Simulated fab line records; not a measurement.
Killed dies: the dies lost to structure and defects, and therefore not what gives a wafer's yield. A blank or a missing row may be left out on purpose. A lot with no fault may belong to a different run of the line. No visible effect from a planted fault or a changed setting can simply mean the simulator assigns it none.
Matching of chambers :: flow nand_harc :: NHARC_P_CONTACT_CMP_24 on cmp-01 has 4 sister chambers
The step polishes, t overpolish 30 s, target thk 200 nm. 8 wafers are shown with their chamber, then 8 later ones without.

## WAFERS WITH THEIR CHAMBER
wafer: L262.4
chamber: 3
motor_current_A (A): 11.0
overpolish_run_s (s): 29.978

wafer: L265.1
chamber: 2
motor_current_A (A): 11.2
overpolish_run_s (s): 30.003

wafer: L265.4
chamber: 1
motor_current_A (A): 12.3
overpolish_run_s (s): 30.017

wafer: L265.6
chamber: 3
motor_current_A (A): 10.8
overpolish_run_s (s): 29.985

wafer: L266.2
chamber: 1
motor_current_A (A): 11.9
overpolish_run_s (s): 30.003

wafer: L266.4
chamber: 2
motor_current_A (A): 10.8
overpolish_run_s (s): 30.009

wafer: L266.5
chamber: 0
motor_current_A (A): 11.8
overpolish_run_s (s): 29.994

wafer: L269.1
chamber: 0
motor_current_A (A): 11.4
overpolish_run_s (s): 29.990

## WAFERS MISSING THEIR CHAMBER
wafer: L269.3
motor_current_A (A): 11.7
overpolish_run_s (s): 30.004

wafer: L269.6
motor_current_A (A): 12.2
overpolish_run_s (s): 29.997

wafer: L271.1
motor_current_A (A): 11.4
overpolish_run_s (s): 29.984

wafer: L271.2
motor_current_A (A): 10.6
overpolish_run_s (s): 29.997

wafer: L271.5
motor_current_A (A): 11.8
overpolish_run_s (s): 29.988

wafer: L272.3
motor_current_A (A): 10.9
overpolish_run_s (s): 29.997

wafer: L272.5
motor_current_A (A): 12.2
overpolish_run_s (s): 29.997

wafer: L272.6
motor_current_A (A): 11.0
overpolish_run_s (s): 30.000

## WHICH CHAMBER EACH WENT THROUGH
wafer: L269.3
from the rows above: can't be placed: 1 or 0 or 2
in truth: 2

wafer: L269.6
from the rows above: can't be placed: 1 or 0
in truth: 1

wafer: L271.1
from the rows above: can't be placed: 0 or 3
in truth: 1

wafer: L271.2
from the rows above: can't be placed: 2 or 3 or 0
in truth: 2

wafer: L271.5
from the rows above: 0
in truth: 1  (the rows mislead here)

wafer: L272.3
from the rows above: can't be placed: 2 or 3 or 0
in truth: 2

wafer: L272.5
from the rows above: can't be placed: 1 or 0
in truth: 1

wafer: L272.6
from the rows above: can't be placed: 2 or 0
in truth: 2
Correct placement for 0 of the 8. Unplaceable from these rows: 7, with the true chamber sitting among the candidates in 6. Placed wrongly: 1.
How it was worked out, from the rows above alone: a wafer's distance from a chamber is the root of the sum, over the readings, of the square of ((its reading less the chamber's mean) divided by the reading's scatter). If the next closest chamber is less than 2 further off than the closest, the wafer can't be placed; otherwise it belongs to the closest. A chamber's mean is the mean of its shown wafers. The scatter: take each reading less its chamber's mean, square it, sum over the shown wafers, divide by the number of wafers less the number of chambers, and take the root.
